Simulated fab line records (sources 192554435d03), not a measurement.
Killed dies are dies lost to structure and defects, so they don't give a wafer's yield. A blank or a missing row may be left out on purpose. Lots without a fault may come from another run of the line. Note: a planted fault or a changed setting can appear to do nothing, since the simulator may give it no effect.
Chamber matching -- flow n5 finfet -- 3 sister chambers for N5_BEOL_M0_SAQP_PECVD_03 on pecvd-02
The step deposits SiCN from 3MS/NH3, target thk 12 nm, time 21.1 s. 6 wafers are shown with their chamber, then 7 later ones without.

## WAFERS, EACH WITH ITS CHAMBER
wafer,chamber,showerhead plenum p Torr (Torr),throttle valve pct (%)
L083.1,1,3.660,9.4
L083.4,2,3.682,8.6
L086.4,0,3.685,8.5
L086.5,1,3.663,9.8
L088.4,2,3.686,8.9
L088.5,0,3.678,8.4

## WAFERS WHOSE CHAMBER IS MISSING
wafer,showerhead plenum p Torr (Torr),throttle valve pct (%)
L088.6,3.665,9.5
L089.2,3.682,8.4
L089.5,3.684,8.8
L089.6,3.680,8.3
L093.2,3.699,8.5
L093.3,3.657,9.4
L093.6,3.685,8.8

## CHAMBER TAKEN BY EACH
wafer,from the rows above,in truth
L088.6,1,1
L089.2,can't be placed: 0 or 2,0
L089.5,can't be placed: 2 or 0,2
L089.6,can't be placed: 0 or 2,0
L093.2,can't be placed: 2 or 0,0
L093.3,1,1
L093.6,can't be placed: 2 or 0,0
Correctly placed: 2 of 7. Can't be placed from these rows: 5 (the true chamber is among the candidates in 5). Wrongly placed: 0.
How it was worked out, from the rows above alone: a wafer's distance from a chamber is the root of the sum, over the readings, of the square of ((its reading less the chamber's mean) divided by the reading's scatter). The wafer belongs to the nearest chamber; if the next one is less than 2 further off, it can't be placed. A chamber's mean is the mean of its shown wafers. The scatter: take each reading less its chamber's mean, square it, sum over the shown wafers, divide by the number of wafers less the number of chambers, and take the root.
